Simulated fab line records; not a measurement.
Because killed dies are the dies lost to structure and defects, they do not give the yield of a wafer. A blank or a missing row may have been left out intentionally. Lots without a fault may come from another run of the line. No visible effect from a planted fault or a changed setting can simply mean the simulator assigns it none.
Chamber matching + flow nand harc + NHARC_P_CONTACT_ETCH_35 on rie diel-11 has 4 sister chambers
The step etches the open film in CF4, target depth 39 nm, time 65 s. 22 wafers are shown with their chamber, then 11 later ones without.

## WAFERS WITH THEIR CHAMBER
| wafer  | chamber | drypump motor current A (A) | rf fwd power W (W) | throttle valve pct (%) |
|--------|---------|-----------------------------|--------------------|------------------------|
| L074.2 | 2       | 5.4                         | 298.2              | 13.283                 |
| L074.3 | 3       | 5.4                         | 296.8              | 13.275                 |
| L074.6 | 2       | 5.4                         | 298.4              | 13.282                 |
| L076.2 | 2       | 5.4                         | 298.3              | 13.273                 |
| L076.5 | 1       | 6.1                         | 297.9              | 13.285                 |
| L076.6 | 2       | 5.4                         | 298.8              | 13.282                 |
| L077.3 | 0       | 5.9                         | 296.6              | 13.276                 |
| L077.4 | 1       | 6.1                         | 298.2              | 13.278                 |
| L077.5 | 3       | 5.4                         | 296.5              | 13.281                 |
| L079.2 | 2       | 5.4                         | 297.9              | 13.292                 |
| L079.3 | 0       | 5.9                         | 297.6              | 13.292                 |
| L079.5 | 3       | 5.4                         | 297.4              | 13.286                 |
| L080.3 | 1       | 6.1                         | 298.2              | 13.278                 |
| L080.5 | 3       | 5.4                         | 296.3              | 13.278                 |
| L080.6 | 2       | 5.4                         | 297.9              | 13.290                 |
| L081.1 | 1       | 6.1                         | 296.9              | 13.272                 |
| L081.3 | 0       | 5.9                         | 296.5              | 13.288                 |
| L081.5 | 1       | 6.1                         | 297.6              | 13.283                 |
| L085.3 | 3       | 5.4                         | 296.9              | 13.270                 |
| L085.4 | 1       | 6.1                         | 295.8              | 13.274                 |
| L085.5 | 2       | 5.4                         | 297.3              | 13.291                 |
| L087.2 | 0       | 5.8                         | 297.9              | 13.288                 |

SIGNATURES, as means of the wafers listed above
| reading                 | chamber 0 | chamber 1 | chamber 2 | chamber 3 | scatter within a chamber |
|-------------------------|-----------|-----------|-----------|-----------|--------------------------|
| drypump motor current A | 5.875     | 6.100     | 5.400     | 5.400     | 0.0204                   |
| rf fwd power W          | 297.150   | 297.433   | 298.114   | 296.780   | 0.663                    |
| throttle valve pct      | 13.28600  | 13.27833  | 13.28471  | 13.27800  | 0.00619                  |
Rule: for a wafer and a chamber, the distance is found by dividing, reading by reading, the gap between the wafer's reading and the chamber's mean by the reading's scatter, squaring, summing and taking the root. If the next closest chamber is less than 2 further off than the closest, the wafer can't be placed; otherwise it belongs to the closest. How the scatter is found: for the shown wafers, subtract from each reading the mean of its chamber, square and add these, divide the total by (wafers less chambers), then take the root.

## WAFERS WHOSE CHAMBER IS MISSING
| wafer  | drypump motor current A (A) | rf fwd power W (W) | throttle valve pct (%) |
|--------|-----------------------------|--------------------|------------------------|
| L087.3 | 6.1                         | 298.3              | 13.288                 |
| L087.4 | 5.4                         | 297.8              | 13.275                 |
| L090.1 | 5.8                         | 296.5              | 13.287                 |
| L090.2 | 6.1                         | 298.1              | 13.280                 |
| L090.3 | 5.4                         | 297.1              | 13.305                 |
| L095.1 | 5.4                         | 298.0              | 13.291                 |
| L095.2 | 5.4                         | 297.4              | 13.272                 |
| L095.4 | 5.8                         | 297.6              | 13.286                 |
| L096.1 | 5.9                         | 296.9              | 13.291                 |
| L096.3 | 5.5                         | 297.1              | 13.275                 |
| L096.6 | 6.1                         | 298.6              | 13.284                 |

## WHICH CHAMBER EACH ONE RAN IN
| wafer  | from the rows above     | in truth |
|--------|-------------------------|----------|
| L087.3 | 1                       | 1        |
| L087.4 | can't be placed: 3 or 2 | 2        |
| L090.1 | 0                       | 0        |
| L090.2 | 1                       | 1        |
| L090.3 | can't be placed: 2 or 3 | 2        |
| L095.1 | can't be placed: 2 or 3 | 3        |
| L095.2 | can't be placed: 3 or 2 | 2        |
| L095.4 | 0                       | 0        |
| L096.1 | 0                       | 0        |
| L096.3 | can't be placed: 3 or 2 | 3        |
| L096.6 | 1                       | 1        |
Placed correctly: 6 of 11. Cannot be placed on the basis of these rows: 5; the candidates contain the true chamber in 5. Number placed wrongly: 0.
